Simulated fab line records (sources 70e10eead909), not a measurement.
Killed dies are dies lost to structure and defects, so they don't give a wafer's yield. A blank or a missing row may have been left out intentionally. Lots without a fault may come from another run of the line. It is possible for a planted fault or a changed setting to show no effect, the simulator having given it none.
What tool caused it? ; flow nand harc ; 18 wafers from 6 lots sampled at 2 of the route's 1302 steps

== WHAT THE GAUGES READ, wafer by wafer ==
NHARC_A_ONON_D2_THK_MEAS_21: measures by ellipsometry.
lot;measured;on;thk nm (nm)
L308;day 12 19:17;film metro-02;1009 1010 1007
L311;day 14 08:32;film metro-02;1001 999 1001
L322;day 18 21:22;film metro-02;1862 1861 998
L324;day 19 19:14;film metro-01;1859 1857 996
L327;day 20 16:04;film metro-02;1005 1006 1004
L331;day 22 07:26;film metro-01;1002 1001 1003

== TOOL THAT RAN EACH LOT (tool first, then ch and the chambers of the sampled wafers, then the start) ==
lot;NHARC_A_ONON_D2_DEP_19
L308;pecvd onon-02 ch 0, day 12 18:47
L311;pecvd onon-03 ch 0, day 14 08:01
L322;pecvd onon-03 ch 0, day 18 20:50
L324;pecvd onon-03 ch 0, day 19 18:47
L327;pecvd onon-01 ch 0, day 20 15:37
L331;pecvd onon-01 ch 0, day 22 06:58
- NHARC_A_ONON_D2_DEP_19: target thk 1000 nm.

== THE ANSWER, worked out from the rows above alone ==
Rule: the usual values come from the lots themselves. Put in order of their means at a reading, lots are off if they are a third of the lots or fewer, leave a main group of 4 or more, and stand apart from it by a gap of 3 or more times the standard deviation of the main group's means; of several such gaps the widest counts. Not used: any main group whose means are identical at the precision the tables above print for the reading. A lot without any number at a reading at which 4 lots or more have one is off too. All remaining lots with rows at the step are treated as sound.
Off, at NHARC_A_ONON_D2_THK_MEAS_21 on thk nm: L322, L324. Mean 1004 nm and standard deviation 3.2 in the main group.
If a tool, at a process step before that reading, ran all the lots that are off and no sound lot after the first of them, it fits. The gauges at NHARC_A_ONON_D2_THK_MEAS_21 are tried like those tools. One fits: pecvd onon-03 at NHARC_A_ONON_D2_DEP_19. A fault onset in the window from L311 (day 14 08:01, its last sound lot) to L322 (day 18 20:50, its first lot off) fits.

== WHAT THE SIMULATOR PUT IN ==
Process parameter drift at NHARC_A_ONON_D2_DEP_19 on pecvd onon-03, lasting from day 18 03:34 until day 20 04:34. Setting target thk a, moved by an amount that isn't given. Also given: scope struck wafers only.
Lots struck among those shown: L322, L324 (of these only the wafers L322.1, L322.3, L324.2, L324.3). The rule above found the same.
